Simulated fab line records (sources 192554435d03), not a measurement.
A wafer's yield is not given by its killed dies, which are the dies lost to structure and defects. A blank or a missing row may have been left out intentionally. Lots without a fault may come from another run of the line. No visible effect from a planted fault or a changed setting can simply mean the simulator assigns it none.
fab line records	flow n5Finfet
record lots=6	wafers=18	lastDay=19
route steps=1938 shown BEOL_M0_CUTY@706 BEOL_M0@715 BEOL_M4@1111 PASSIVATION@1936
lots that met no fault: from a run of the same line without faults
startH: hours from the record's first day to the start of the lot's first wafer shown	waitH: time in hours since the lot's previous step	" the same as in the row above	L1.1+2: one row covering several wafers at once	- no value present, or no start provided	* or withheld: withheld	< > ~ a bound
route shown NAME@n: a module of which the file shows steps, and the number in the route of the first	usual: mean/standard deviation of fault-free wafers	same: alike in all rows	chamber/n: place in a boat	sites: the reading at each site	_std_site: their standard deviation	_edge_site: the outer-site mean with the inner-site mean subtracted	radiusMm: how far each site lies from the wafer's centre	mask NAME#n: copy n	behind: the most recent tool/chamber to have shaped the wafer	hold: the reason the lot was held/the length of the hold in hours/how it ended	device: names the non-switching transistor (n, p or np)	end of line: the tests these same wafers got at the end of their route	a step without rows: its recipe alone	killed: at the first sort, the dies lost to defects and structure; wafer yield is something else	map: per-die view of a wafer (x killed, . not killed, _ where there is no die)
set.NAME: the setting that was run; set.NAME@STEP: the one run at that earlier step	model.NAME: the simulator's own value behind a step, which no gauge read
lots at selected steps of the route; one table per step, one row per wafer
services: the hour from which a tool's chamber was out of use, counted from the record's first day as startH (under 0 if before that day), plus the number of hours and why
## steps
# step N5_BEOL_M0_CUTY_PEB_55
# recipe pebTempC=110	pebTimeS=60	resist=CAR-ArF-block
# step N5_BEOL_M0_CUTY_DEVELOP_56
# recipe developTimeS=30	developer=TMAH	resist=CAR-ArF-block	rinseLiquid=diw	dry=airSpin	devTempC=23
# step N5_BEOL_M0_CUTY_CD_MEAS_57
# recipe targetCdNm=200	landingEnergyEv=500	detector=seInlens	polarity=line
# usual cdNm=200.4/0.89
lot.wafer	tool	chamber	startH	waitH	cdNm
L993.3	cdSem-03	0	115.58	-	201.2
L993.4	"	0	"	"	200.7
L993.6	"	0	"	"	201.4
L997.2	cdSem-02	0	137.73	-	200.7
L997.3	"	0	"	"	202.2
L997.4	"	0	"	"	200.9
L999.2	cdSem-02	0	151.90	-	201.5
L999.3	"	0	"	"	201.3
L999.4	"	0	"	"	202.4
L100.1	cdSem-02	0	164.25	-	200.7
L100.2	"	0	"	"	201.8
L100.3	"	0	"	"	200.4
L109.1	cdSem-01	0	224.76	-	200.4
L109.3	"	0	"	"	200.8
L109.5	"	0	"	"	200.0
L113.3	cdSem-02	0	242.87	-	201.1
L113.5	"	0	"	"	199.8
L113.6	"	0	"	"	200.0
# step N5_BEOL_M0_CUTY_OVL_MEAS_58
# recipe pointsPerWafer=44
# usual M0_ABLK_OVL=-0.2/0.79
lot.wafer	tool	chamber	startH	waitH	M0_ABLK_OVL[nm]
L993.3	overlay-02	0	115.61	0.0	-0.2
L993.4	"	0	"	"	-0.3
L993.6	"	0	"	"	0.0
L997.2	overlay-02	0	137.76	0.0	-1.7
L997.3	"	0	"	"	-0.9
L997.4	"	0	"	"	-0.3
L999.2	overlay-01	0	151.93	0.0	0.6
L999.3	"	0	"	"	-0.1
L999.4	"	0	"	"	0.7
L100.1	overlay-02	0	164.28	0.0	-0.3
L100.2	"	0	"	"	0.4
L100.3	"	0	"	"	-0.1
L109.1	overlay-01	0	224.79	0.0	-0.3
L109.3	"	0	"	"	0.4
L109.5	"	0	"	"	-0.2
L113.3	overlay-01	0	242.90	0.0	-1.1
L113.5	"	0	"	"	-1.1
L113.6	"	0	"	"	-1.9
# step N5_BEOL_M0_CUTY_INSPECT_59
# recipe mode=adi	inspectInstrument=macro
# usual rawDefectCount=1.9/1.3
lot.wafer	tool	chamber	startH	waitH	rawDefectCount
L993.3	defectInspect-02	-	115.63	0.0	2
L993.4	"	-	"	"	2
L993.6	"	-	"	"	0
L997.2	defectInspect-02	-	137.79	0.0	3
L997.3	"	-	"	"	0
L997.4	"	-	"	"	4
L999.2	defectInspect-02	-	151.95	0.0	3
L999.3	"	-	"	"	0
L999.4	"	-	"	"	0
L100.1	defectInspect-01	-	164.31	0.0	4
L100.2	"	-	"	"	0
L100.3	"	-	"	"	3
L109.1	defectInspect-01	-	224.81	0.0	1
L109.3	"	-	"	"	4
L109.5	"	-	"	"	0
L113.3	defectInspect-01	-	242.92	0.0	1
L113.5	"	-	"	"	2
L113.6	"	-	"	"	3
# step N5_BEOL_M0_CUTY_DESCUM_61
# recipe chemistry=O2	timeS=7.9	sourcePowerW=50	biasPowerW=20	pressureMtorr=20	rfFrequencyHz=2.712e+07	tempC=40	resist=CAR-ArF-block	o2FlowSccm=225
# usual drypumpMotorCurrentA=5.7/0.37	oesProductAu=0.79/0.1	rfVppV=242.9/1.4	showerheadPlenumPTorr=2.08/0.07	throttleValvePct=20.54/0.24
lot.wafer	tool	chamber	startH	waitH	drypumpMotorCurrentA	oesProductAu	rfHoursCounterH	rfVppV	showerheadPlenumPTorr	throttleValvePct
L993.3	rieDiel-03	2	115.71	0.1	5.8	0.99	2	245.6	2.23	20.25
L993.4	"	1	"	"	5.5	0.71	215	241.9	2.08	20.87
L993.6	"	2	"	"	5.8	0.99	-	246.0	2.23	20.23
L997.2	rieDiel-05	3	137.82	0.0	5.4	0.71	194	242.0	2.08	20.85
L997.3	"	1	"	"	6.5	0.73	202	242.4	2.00	20.67
L997.4	"	1	"	"	6.5	0.72	-	240.8	2.00	20.68
L999.2	rieDiel-05	2	152.05	0.1	6.2	0.73	173	243.8	2.09	20.57
L999.3	"	0	"	"	6.4	0.96	4	243.8	2.06	19.93
L999.4	"	1	"	"	6.5	0.71	207	241.8	2.00	20.69
L100.1	rieDiel-03	3	164.72	0.4	5.3	0.71	203	243.8	2.07	20.36
L100.2	"	2	"	"	5.8	0.93	20	243.7	2.23	20.27
L100.3	"	1	"	"	5.5	0.69	232	240.6	2.07	20.93
L109.1	rieDiel-03	0	224.84	0.0	5.7	0.72	186	240.9	1.99	20.66
L109.3	"	3	"	"	5.3	0.69	229	241.2	2.06	20.41
L109.5	"	3	"	"	5.3	0.69	-	242.4	2.06	20.42
L113.3	rieDiel-03	2	245.87	3.0	5.8	0.87	56	244.4	2.21	20.33
L113.5	"	1	"	"	5.5	0.95	-	241.8	2.06	20.60
L113.6	"	0	"	"	5.7	0.72	-	240.8	1.99	20.68
# step N5_BEOL_M0_CUTY_ETCH_62
# recipe chemistry=CF4	target=SiARC	maskMaterial=CAR-ArF-block	timeS=58.5	ionEnergyEv=80	pressureMtorr=40	sourceW=545	biasW=36	Ar_flow_sccm=100	cf4FlowSccm=100	ends=cleared
# usual drypumpMotorCurrentA=5.6/0.37	etchRfOnTimeS=58.5/0.96	oesProductAu=0.67/0.088	rfVppV=183.8/1.2	showerheadPlenumPTorr=2.12/0.07	throttleValvePct=15.71/0.24
lot.wafer	tool	chamber	startH	waitH	drypumpMotorCurrentA	etchRfOnTimeS	oesProductAu	rfHoursCounterH	rfVppV	showerheadPlenumPTorr	throttleValvePct
L993.3	rieDiel-03	2	115.75	0.0	5.8	57.7	0.85	2	185.2	2.28	15.39
L993.4	"	1	"	"	5.5	58.5	0.60	215	182.3	2.11	16.00
L993.6	"	2	"	"	5.8	57.9	0.84	-	185.3	2.28	15.40
L997.2	rieDiel-05	3	137.86	0.0	5.4	58.6	0.62	194	183.6	2.13	16.04
L997.3	"	1	"	"	6.5	58.2	0.62	202	184.1	2.04	15.85
L997.4	"	1	"	"	6.5	58.5	0.62	-	182.1	2.05	15.83
L999.2	rieDiel-05	2	152.09	0.0	6.3	58.5	0.63	173	183.7	2.13	15.74
L999.3	"	0	"	"	6.4	57.4	0.82	4	182.4	2.10	15.03
L999.4	"	1	"	"	6.5	58.5	0.62	207	182.3	2.04	15.86
L100.1	rieDiel-03	3	164.75	0.0	5.3	58.9	0.61	203	183.7	2.12	15.61
L100.2	"	2	"	"	5.8	57.6	0.80	20	184.2	2.27	15.41
L100.3	"	1	"	"	5.5	58.3	0.59	232	183.8	2.11	16.03
L109.1	rieDiel-03	0	224.88	0.0	5.7	60.2	0.62	186	184.1	2.05	15.91
L109.3	"	3	"	"	5.3	59.8	0.59	229	184.6	2.11	15.66
L109.5	"	3	"	"	5.3	59.1	0.59	-	183.9	2.11	15.67
L113.3	rieDiel-03	2	245.91	0.0	5.8	56.7	0.75	56	184.9	2.26	15.52
L113.5	"	1	"	"	5.5	56.3	0.83	-	183.0	2.10	15.60
L113.6	"	0	"	"	5.7	59.0	0.62	-	183.8	2.04	15.91
# step N5_BEOL_M0_CUTY_ETCH_63
# recipe chemistry=N2/H2	target=SOC	targetDepthA=827	overetchA=165	maskMaterial=SiARC	tempC=40	ionEnergyEv=200	timeS=124	pressureMtorr=30	sourceW=840	biasW=150	n2FlowSccm=200	h2FlowSccm=200
# usual drypumpMotorCurrentA=5.7/0.37	oesProductAu=0.65/0.079	rfVppV=523.2/2.5	showerheadPlenumPTorr=2.52/0.086	throttleValvePct=17.98/0.24
lot.wafer	tool	chamber	startH	waitH	drypumpMotorCurrentA	oesProductAu	rfHoursCounterH	rfVppV	showerheadPlenumPTorr	throttleValvePct
L993.3	rieDiel-03	2	115.79	0.0	5.8	0.81	2	527.4	2.71	17.70
L993.4	"	1	"	"	5.5	0.58	215	523.0	2.51	18.28
L993.6	"	2	"	"	5.8	0.81	-	529.0	2.71	17.68
L997.2	rieDiel-05	3	137.90	0.0	5.4	0.59	194	524.1	2.52	18.29
L997.3	"	1	"	"	6.4	0.60	202	519.3	2.42	18.11
L997.4	"	1	"	"	6.4	0.59	-	520.8	2.43	18.11
L999.2	rieDiel-05	2	152.13	0.0	6.3	0.61	173	523.3	2.53	17.97
L999.3	"	0	"	"	6.5	0.79	4	521.9	2.50	17.29
L999.4	"	1	"	"	6.5	0.59	207	520.8	2.42	18.13
L100.1	rieDiel-03	3	164.80	0.0	5.3	0.59	203	522.9	2.52	17.78
L100.2	"	2	"	"	5.8	0.75	20	527.9	2.71	17.71
L100.3	"	1	"	"	5.5	0.57	232	523.0	2.50	18.29
L109.1	rieDiel-03	0	224.93	0.0	5.7	0.60	186	520.9	2.43	18.19
L109.3	"	3	"	"	5.3	0.57	229	524.5	2.51	17.85
L109.5	"	3	"	"	5.3	0.57	-	521.5	2.51	17.82
L113.3	rieDiel-03	2	245.96	0.0	5.8	0.71	56	528.9	2.69	17.77
L113.5	"	1	"	"	5.5	0.77	-	523.3	2.49	17.94
L113.6	"	0	"	"	5.7	0.60	-	519.9	2.42	18.19
# step N5_BEOL_M0_CUTY_STRIP_64
# recipe chemistry=N2/H2	tempC=40	n2FlowSccm=200	h2FlowSccm=200	rfFrequencyHz=6e+07
# step N5_BEOL_M0_ETCH_138
# recipe chemistry=CH3F/O2	targetDepthA=120	target=SiCN	timeS=31.6	ionEnergyEv=120	pressureMtorr=30	sourceW=395	biasW=75	Ar_flow_sccm=150	CH3F_flow_sccm=30	O2_flow_sccm=20	ends=cleared
# usual drypumpMotorCurrentA=5.6/0.37	etchRfOnTimeS=29.3/0.76	oesProductAu=0.67/0.088	rfVppV=297.0/1.5	showerheadPlenumPTorr=1.98/0.068	throttleValvePct=16.41/0.24
lot.wafer	tool	chamber	startH	waitH	drypumpMotorCurrentA	etchRfOnTimeS	oesProductAu	rfHoursCounterH	rfVppV	showerheadPlenumPTorr	throttleValvePct
L993.3	rieDiel-03	2	115.92	0.0	5.8	28.8	0.85	2	300.0	2.14	16.08
L993.4	"	1	"	"	5.5	28.8	0.60	215	295.6	1.97	16.73
L993.6	"	2	"	"	5.8	29.1	0.85	-	299.8	2.14	16.12
L997.2	rieDiel-05	3	138.03	0.0	5.4	29.7	0.61	194	297.4	1.98	16.73
L997.3	"	1	"	"	6.4	28.8	0.62	202	295.2	1.90	16.51
L997.4	"	1	"	"	6.5	30.1	0.62	-	294.5	1.90	16.52
L999.2	rieDiel-05	2	152.26	0.0	6.2	28.5	0.63	173	296.7	1.99	16.41
L999.3	"	0	"	"	6.4	28.5	0.84	4	296.6	1.97	15.76
L999.4	"	1	"	"	6.5	29.1	0.61	207	296.5	1.90	16.52
L100.1	rieDiel-03	3	164.92	0.0	5.3	29.7	0.61	203	297.1	1.97	16.27
L100.2	"	2	"	"	5.8	29.6	0.79	20	300.5	2.13	16.12
L100.3	"	1	"	"	5.5	28.9	0.59	232	297.1	1.97	16.75
L109.1	rieDiel-03	0	225.05	0.0	5.7	28.7	0.61	186	295.7	1.90	16.57
L109.3	"	3	"	"	5.3	29.7	0.58	229	297.0	1.97	16.30
L109.5	"	3	"	"	5.3	29.5	0.59	-	297.6	1.97	16.30
L113.3	rieDiel-03	2	246.08	0.0	5.8	28.2	0.75	56	298.2	2.12	16.22
L113.5	"	1	"	"	5.5	30.0	0.82	-	297.0	1.96	16.34
L113.6	"	0	"	"	5.7	30.5	0.61	-	295.0	1.90	16.58
# step N5_BEOL_M0_HM_OPEN_105
# recipe chemistry=Cl2/BCl3	targetDepthA=120	target=TiN	ionEnergyEv=150	pressureMtorr=10	icpW=1000	biasW=126	Cl2_flow_sccm=53.25	bcl3FlowSccm=21.75	Ar_flow_sccm=25
# step N5_BEOL_M0_STRIP_140
# recipe chemistry=CF4	resist=SiARC	powerW=300	biasPowerW=75	pressureMtorr=50	cf4FlowSccm=150	rfFrequencyHz=6e+07
# usual drypumpMotorCurrentA=5.6/0.41	oesProductAu=0.77/0.091	powerW=300.1/0.96	rfVppV=270.5/1.6	showerheadPlenumPTorr=1.77/0.049	throttleValvePct=13.71/0.25
lot.wafer	tool	chamber	startH	waitH	drypumpMotorCurrentA	oesProductAu	powerW	rfHoursCounterH	rfVppV	showerheadPlenumPTorr	throttleValvePct
L993.3	rieDiel-05	1	116.44	0.2	6.5	0.72	300.0	192	268.9	1.72	13.82
L993.4	"	2	"	"	6.2	0.75	299.8	-	270.2	1.79	13.69
L993.6	"	1	"	"	6.5	0.72	300.3	-	269.4	1.72	13.79
L997.2	rieDiel-03	3	141.03	0.5	5.3	0.71	301.0	194	268.9	1.79	13.61
L997.3	"	0	"	"	5.7	0.75	301.0	153	269.3	1.73	13.81
L997.4	"	1	"	"	5.5	0.69	299.9	224	270.8	1.77	14.01
L999.2	rieDiel-03	3	158.36	0.1	5.3	0.70	299.7	200	268.8	1.78	13.64
L999.3	"	2	"	"	5.8	0.92	300.1	17	272.0	1.91	13.39
L999.4	"	1	"	"	5.4	0.68	299.3	230	268.5	1.77	14.02
L100.1	rieDiel-03	3	166.40	0.3	5.3	0.70	300.1	203	269.8	1.78	13.65
L100.2	"	2	"	"	5.8	0.91	300.6	20	274.2	1.91	13.38
L100.3	"	1	"	"	5.5	0.69	300.4	233	271.9	1.76	14.04
L109.1	rieDiel-06	2	228.71	0.4	5.5	0.78	300.8	116	272.8	1.81	13.47
L109.3	"	3	"	"	4.9	0.98	301.6	1	272.8	1.76	13.54
L109.5	"	3	"	"	4.9	0.97	301.5	-	271.0	1.76	13.56
L113.3	rieDiel-06	1	249.94	0.6	5.8	0.74	299.6	170	270.4	1.72	13.80
L113.5	"	3	"	"	4.9	0.96	299.6	-	270.1	1.76	13.59
L113.6	"	2	"	"	5.5	0.78	300.2	-	268.6	1.80	13.47
# step N5_BEOL_M0_STRIP_104
# recipe chemistry=N2/H2	powerW=450	tempC=40	pressureMtorr=20	rfFrequencyHz=6e+07	overashFraction=0.3	biasPowerW=7	h2Frac=0.5	n2FlowSccm=200	h2FlowSccm=200
# usual drypumpMotorCurrentA=5.6/0.41	oesProductAu=0.78/0.098	powerW=449.7/1.3	rfVppV=59.0/1.8	showerheadPlenumPTorr=2.51/0.073	throttleValvePct=23.87/0.24
lot.wafer	tool	chamber	startH	waitH	drypumpMotorCurrentA	oesProductAu	powerW	rfHoursCounterH	rfVppV	showerheadPlenumPTorr	throttleValvePct
L993.3	rieDiel-05	1	116.46	0.0	6.5	0.73	449.7	192	58.5	2.42	23.97
L993.4	"	2	"	"	6.3	0.75	450.1	-	57.2	2.54	23.83
L993.6	"	1	"	"	6.5	0.74	450.0	-	60.1	2.42	23.99
L997.2	rieDiel-03	3	141.05	0.0	5.3	0.72	450.2	194	59.9	2.52	23.54
L997.3	"	0	"	"	5.7	0.76	448.3	153	55.8	2.44	24.03
L997.4	"	1	"	"	5.5	0.70	448.4	224	56.6	2.50	24.15
L999.2	rieDiel-03	3	158.38	0.0	5.3	0.71	448.7	200	55.5	2.52	23.52
L999.3	"	2	"	"	5.8	0.95	378.6	17	58.8	2.71	23.64
L999.4	"	1	"	"	5.4	0.70	448.8	230	56.5	2.50	24.15
L100.1	rieDiel-03	3	166.42	0.0	5.3	0.71	449.6	203	55.9	2.52	23.55
L100.2	"	2	"	"	5.8	0.94	381.9	20	60.5	2.70	23.64
L100.3	"	1	"	"	5.4	0.69	448.6	233	58.9	2.50	24.18
L109.1	rieDiel-06	2	228.73	0.0	5.5	0.79	448.3	116	61.0	2.56	23.76
L109.3	"	3	"	"	4.9	1.03	448.1	1	57.0	2.49	23.96
L109.5	"	3	"	"	4.9	1.03	447.6	-	58.3	2.49	23.93
L113.3	rieDiel-06	1	249.96	0.0	5.8	0.75	449.4	170	59.9	2.42	23.82
L113.5	"	3	"	"	4.9	0.95	446.4	-	58.2	2.49	24.00
L113.6	"	2	"	"	5.5	0.78	448.5	-	57.9	2.55	23.74
# step N5_BEOL_M0_WET_ETCH_106
# recipe chemistry=DHF	dilution=10:1	tempC=25	target=SiO2	targetDepthA=1300	dry=ipaMarangoni	rinseTimeS=30	rinseTempC=23
# step N5_BEOL_M4_RC_MEAS_101
# usual DIBL_N=35.9/1.2	DIBL_P=35.9/1.4	IOFF_N=0.149/0.02	IOFF_P=0.205/0.022	ION_N=671/8.8	ION_P=461/5.9	SS_N=71.4/0.51	SS_P=73.2/0.56	VT_N=250.6/2.5	VT_P=-250.1/2.3
lot.wafer	tool	chamber	startH	waitH	DIBL_N[mV/V]	DIBL_P[mV/V]	IOFF_N[nA/um]	IOFF_P[nA/um]	ION_N[uA/um]	ION_P[uA/um]	SS_N[mV/dec]	SS_P[mV/dec]	VT_N[mV]	VT_P[mV]
L993.3	prober-02	0	204.95	0.3	37.9	38.7	0.178	0.213	677	457	71.4	73.9	246.6	-251.9
L993.4	"	0	"	"	38.8	39.4	0.195	0.228	690	456	72.2	73.9	246.3	-250.6
L993.6	"	0	"	"	37.5	38.7	0.186	0.221	681	458	72.4	73.8	246.6	-251.6
L997.2	prober-02	0	243.28	0.2	32.6	34.0	0.103	0.159	651	451	70.6	72.6	256.5	-254.8
L997.3	"	0	"	"	34.8	36.4	0.135	0.187	664	457	71.1	73.7	253.1	-252.8
L997.4	"	0	"	"	34.6	36.9	0.135	0.195	658	457	70.8	73.1	253.8	-250.5
L999.2	prober-01	0	246.68	0.2	35.6	35.4	0.123	0.176	658	451	71.7	73.0	257.4	-252.5
L999.3	"	0	"	"	35.5	36.0	0.132	0.181	663	455	71.9	72.9	252.6	-252.0
L999.4	"	0	"	"	34.4	34.3	0.110	0.163	658	458	71.6	72.2	255.9	-254.9
L100.1	prober-01	0	252.78	0.0	34.8	34.0	0.127	0.188	665	458	70.6	72.8	253.1	-249.5
L100.2	"	0	"	"	36.9	36.2	0.155	0.208	662	456	71.2	73.1	250.3	-250.4
L100.3	"	0	"	"	35.2	34.4	0.138	0.192	668	463	70.4	72.8	250.2	-248.2
L113.3	prober-02	0	330.95	0.3	38.5	38.4	0.196	0.252	682	464	72.2	74.3	245.5	-247.5
L113.5	"	0	"	"	37.3	37.1	0.175	0.231	689	475	71.8	73.5	244.6	-248.9
L113.6	"	0	"	"	36.9	36.3	0.155	0.206	675	459	71.9	73.7	251.0	-249.2
L109.1	prober-02	0	332.63	0.0	36.0	36.0	0.159	0.209	675	463	71.5	72.9	249.9	-249.6
L109.3	"	0	"	"	36.0	35.6	0.168	0.209	677	461	71.8	73.6	249.3	-249.5
L109.5	"	0	"	"	34.8	34.5	0.142	0.197	674	462	71.1	73.8	251.0	-250.2
# step N5_PASSIVATION_PROBE_49
# usual defectLimitedYield=91.1/1.4	killed_at_M0_to_M3=34/10	killed_at_M4_up=14/5.5	killedAtContacts=12/5.1	killedAtFrontEnd=41/12	killedAtOther=4/3.1	killedDies=105/17	killedOpen=70/13	killedShort=33/7.6	sort_bin_5_function=5.3/0.98	sort_bin_6_memory=3.3/0.67	sortNPass=1075/17	sortYieldPct=91.1/1.4
# same grossDies=1180	killedAtBackSide=0	sort_bin_4_leakage[%]=0	sort_bin_8_speed[%]=0
lot.wafer	tool	chamber	startH	waitH	defectLimitedYield[%]	killed_at_M0_to_M3	killed_at_M4_up	killedAtContacts	killedAtFrontEnd	killedAtOther	killedDies	killedOpen	killedShort	sort_bin_5_function[%]	sort_bin_6_memory[%]	sortNPass	sortYieldPct[%]
L993.3	prober-01	-	325.41	0.1	86.9	54	5	18	74	3	154	115	39	7.2	5.4	1026	86.9
L993.4	prober-01	-	325.46	0.2	89.5	51	14	12	44	3	124	85	38	5.7	4.5	1056	89.5
L993.6	prober-01	-	325.56	0.3	89.7	50	10	13	44	4	121	85	36	5.8	4.2	1059	89.7
L997.2	prober-01	-	345.27	0.1	90.9	29	5	10	55	8	107	71	36	6.2	2.5	1073	90.9
L997.3	prober-01	-	345.32	0.1	93.2	19	7	2	44	8	80	48	27	4.3	2.2	1100	93.2
L997.4	prober-01	-	345.37	0.2	90.3	28	13	16	51	7	115	80	32	6.0	3.5	1065	90.3
L113.3	prober-02	-	437.73	0.1	92.1	22	6	12	52	1	93	59	33	5.3	2.4	1087	92.1
L113.5	prober-02	-	437.83	0.2	89.7	46	13	11	50	2	122	78	44	5.6	4.3	1058	89.7
L113.6	prober-02	-	437.88	0.3	89.8	33	17	28	35	7	120	88	28	5.6	4.2	1060	89.8
# killed by level:class
L993.3 FIN_SAQP:geometricParticle:open=25 STI_FIN_REVEAL:geometricParticle:open=23 MOL_CONTACT_COAG:geometricParticle:open=16 BEOL_M0_SAQP:geometricParticle:open=16 FIN_SAQP:geometricParticle:short=13 BEOL_M2:geometricParticle:open=12 BEOL_M0_SAQP:geometricParticle:short=11 BEOL_M3:geometricParticle:open=5
L993.4 FIN_SAQP:geometricParticle:open=15 BEOL_M1:geometricParticle:open=12 MOL_CONTACT_COAG:geometricParticle:open=10 BEOL_M0_SAQP:geometricParticle:short=9 BEOL_M2:geometricParticle:open=9 BEOL_M3:geometricParticle:open=9 STI_FIN_REVEAL:geometricParticle:open=7 FIN_SAQP:geometricParticle:short=6
L993.6 STI_FIN_REVEAL:geometricParticle:open=14 MOL_CONTACT_COAG:geometricParticle:open=11 BEOL_M0_SAQP:geometricParticle:short=11 BEOL_M1:geometricParticle:open=7 FIN_SAQP:geometricParticle:open=6 BEOL_M0_SAQP:geometricParticle:open=6 BEOL_M0:geometricParticle:open=6 BEOL_M2:geometricParticle:open=6
L997.2 STI_FIN_REVEAL:geometricParticle:open=16 FIN_SAQP:geometricParticle:open=8 MOL_CONTACT_COAG:geometricParticle:open=8 BEOL_M0_SAQP:geometricParticle:short=8 FIN_SAQP:geometricParticle:short=7 BEOL_M1:geometricParticle:open=7 BEOL_M0_SAQP:geometricParticle:open=7 GATE_CUT:geometricParticle:short=6
L997.3 FIN_SAQP:geometricParticle:open=7 FIN_SAQP:geometricParticle:short=6 PASS1_CAP:geometricParticle:open=5 STI_FIN_REVEAL:geometricParticle:open=5 BEOL_M1:geometricParticle:open=5 DUMMY_GATE:geometricParticle:open=4 ILD0:geometricParticle:open=4 BEOL_M0_SAQP:geometricParticle:short=4
L997.4 FIN_SAQP:geometricParticle:open=19 MOL_CONTACT_COAG:geometricParticle:open=14 STI_FIN_REVEAL:geometricParticle:open=8 BEOL_M3:geometricParticle:open=7 BEOL_M0_SAQP:geometricParticle:short=6 FIN_SAQP:geometricParticle:short=5 BEOL_M2:geometricParticle:open=4 BEOL_M1:geometricParticle:short=4
L113.3 FIN_SAQP:geometricParticle:open=17 FIN_SAQP:geometricParticle:short=13 MOL_CONTACT_COAG:geometricParticle:open=9 STI_FIN_REVEAL:geometricParticle:open=6 BEOL_M1:geometricParticle:open=6 DUMMY_GATE:geometricParticle:open=5 BEOL_M0_SAQP:geometricParticle:short=4 BEOL_M1:geometricParticle:short=4
L113.5 FIN_SAQP:geometricParticle:short=18 BEOL_M0_SAQP:geometricParticle:open=15 FIN_SAQP:geometricParticle:open=13 BEOL_M0_SAQP:geometricParticle:short=12 BEOL_M2:geometricParticle:open=10 MOL_CONTACT_COAG:geometricParticle:open=7 DUMMY_GATE:geometricParticle:open=4 MOL_CONTACT_COAG:geometricParticle:short=4
L113.6 MOL_CONTACT_COAG:geometricParticle:open=26 BEOL_M2:geometricParticle:open=9 FIN_SAQP:geometricParticle:open=8 BEOL_M0_SAQP:geometricParticle:open=7 FIN_SAQP:geometricParticle:short=6 DUMMY_GATE:geometricParticle:open=6 STI_FIN_REVEAL:geometricParticle:open=5 BEOL_M8:geometricParticle:open=5
## services
tool	chamber	startH	hours	kind
rieDiel-03	2	92.45	-	clean
rieDiel-03	2	92.45	-	consumableReplace:focusRing
rieDiel-03	2	92.45	-	consumableReplace:showerhead
rieDiel-03	2	92.45	16.9	scheduledDown
rieDiel-03	2	92.45	16.9	ventCycle
rieDiel-05	0	111.47	-	clean
rieDiel-05	0	111.47	-	consumableReplace:focusRing
rieDiel-05	0	111.47	29.9	scheduledDown
rieDiel-05	0	111.47	29.9	ventCycle
rieDiel-05	-	156.79	2.8	pm
rieDiel-03	2	170.07	2.4	repair
rieDiel-06	0	187.27	-	clean
rieDiel-06	0	187.27	-	consumableReplace:focusRing
rieDiel-06	0	187.27	16.8	scheduledDown
rieDiel-06	0	187.27	16.8	ventCycle
rieDiel-06	3	204.37	-	clean
rieDiel-06	3	204.37	-	consumableReplace:focusRing
rieDiel-06	3	204.37	20.5	scheduledDown
rieDiel-06	3	204.37	20.5	ventCycle
rieDiel-03	1	211.56	-	clean
rieDiel-03	1	211.56	-	consumableReplace:focusRing
rieDiel-03	1	211.56	15.2	scheduledDown
rieDiel-03	1	211.56	15.2	ventCycle
rieDiel-05	-	223.81	28.1	pm
## key
firstSign step=N5_BEOL_M0_STRIP_104	reading=powerW	direction=down	sigmas=53	usual=*	struck=*
effect none on later readings
metAt N5_BEOL_M0_STRIP_104
struckWafers L999.3,L100.2
fault kind=processParameterDrift	tool=rieDiel-03	chamber=2	onsetH=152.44	steps=N5_BEOL_M0_STRIP_104	channel=powerW	offset=*	shape=step	endH=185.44	actsIn=*	stated=*
